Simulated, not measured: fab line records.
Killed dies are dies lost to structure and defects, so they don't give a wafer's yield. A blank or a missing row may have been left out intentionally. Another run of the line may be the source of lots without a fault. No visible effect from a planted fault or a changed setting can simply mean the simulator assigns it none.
Matching of chambers :: flow n5Finfet :: N5_BEOL_M5_CURE_80 on uvCure-03: 3 sister chambers
The step cures SiCOH lowk, time 120 s. 18 wafers are shown with their chamber, then 9 later ones without.

== WAFERS, EACH WITH ITS CHAMBER ==
wafer: L074.1
chamber: 1
wafer_temp_C_max: 370.9
lampPowerPct (%): 52.32

wafer: L074.5
chamber: 1
wafer_temp_C_max: 371.5
lampPowerPct (%): 52.31

wafer: L074.6
chamber: 1
wafer_temp_C_max: 371.1
lampPowerPct (%): 52.20

wafer: L076.1
chamber: 1
wafer_temp_C_max: 370.6
lampPowerPct (%): 52.28

wafer: L076.2
chamber: 1
wafer_temp_C_max: 370.9
lampPowerPct (%): 52.37

wafer: L076.3
chamber: 1
wafer_temp_C_max: 370.7
lampPowerPct (%): 52.34

wafer: L076.4
chamber: 1
wafer_temp_C_max: 370.7
lampPowerPct (%): 52.35

wafer: L076.5
chamber: 1
wafer_temp_C_max: 370.7
lampPowerPct (%): 52.29

wafer: L076.6
chamber: 1
wafer_temp_C_max: 370.9
lampPowerPct (%): 52.39

wafer: L078.1
chamber: 2
wafer_temp_C_max: 370.8
lampPowerPct (%): 52.30

wafer: L078.3
chamber: 2
wafer_temp_C_max: 370.5
lampPowerPct (%): 52.33

wafer: L078.5
chamber: 2
wafer_temp_C_max: 370.6
lampPowerPct (%): 52.30

wafer: L079.2
chamber: 2
wafer_temp_C_max: 370.8
lampPowerPct (%): 52.27

wafer: L079.3
chamber: 2
wafer_temp_C_max: 370.8
lampPowerPct (%): 52.29

wafer: L079.6
chamber: 2
wafer_temp_C_max: 371.0
lampPowerPct (%): 52.35

wafer: L082.1
chamber: 0
wafer_temp_C_max: 373.0
lampPowerPct (%): 52.27

wafer: L082.4
chamber: 0
wafer_temp_C_max: 372.3
lampPowerPct (%): 52.39

wafer: L082.5
chamber: 0
wafer_temp_C_max: 372.8
lampPowerPct (%): 52.22

SIGNATURES, as means of the wafers listed above
reading: wafer_temp_C_max
chamber 0: 372.700
chamber 1: 370.889
chamber 2: 370.750
scatter within a chamber: 0.261

reading: lampPowerPct
chamber 0: 52.2933
chamber 1: 52.3167
chamber 2: 52.3067
scatter within a chamber: 0.0548
Rule: for a wafer and a chamber, the distance is found by dividing, reading by reading, the gap between the wafer's reading and the chamber's mean by the reading's scatter, squaring, summing and taking the root. The wafer belongs to the nearest chamber; if the next one is less than 2 further off, it can't be placed. The scatter: take each reading less its chamber's mean, square it, sum over the shown wafers, divide by the number of wafers less the number of chambers, and take the root.

== WAFERS WITHOUT THEIR CHAMBER ==
wafer: L085.1
wafer_temp_C_max: 371.1
lampPowerPct (%): 52.25

wafer: L085.3
wafer_temp_C_max: 371.3
lampPowerPct (%): 52.33

wafer: L085.6
wafer_temp_C_max: 371.3
lampPowerPct (%): 52.36

wafer: L095.1
wafer_temp_C_max: 371.0
lampPowerPct (%): 52.25

wafer: L095.4
wafer_temp_C_max: 370.9
lampPowerPct (%): 52.35

wafer: L095.6
wafer_temp_C_max: 371.1
lampPowerPct (%): 52.29

wafer: L097.1
wafer_temp_C_max: 372.5
lampPowerPct (%): 52.30

wafer: L097.3
wafer_temp_C_max: 372.6
lampPowerPct (%): 52.27

wafer: L097.6
wafer_temp_C_max: 372.7
lampPowerPct (%): 52.37

== THE CHAMBER EACH PASSED THROUGH ==
wafer: L085.1
from the rows above: can't be placed: 1 or 2
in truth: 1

wafer: L085.3
from the rows above: can't be placed: 1 or 2
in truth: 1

wafer: L085.6
from the rows above: can't be placed: 1 or 2
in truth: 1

wafer: L095.1
from the rows above: can't be placed: 1 or 2
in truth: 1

wafer: L095.4
from the rows above: can't be placed: 1 or 2
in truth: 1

wafer: L095.6
from the rows above: can't be placed: 1 or 2
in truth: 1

wafer: L097.1
from the rows above: 0
in truth: 0

wafer: L097.3
from the rows above: 0
in truth: 0

wafer: L097.6
from the rows above: 0
in truth: 0
3 of 9 placed correctly. Unplaceable from these rows: 6, with the true chamber sitting among the candidates in 6. Placed wrongly: 0.
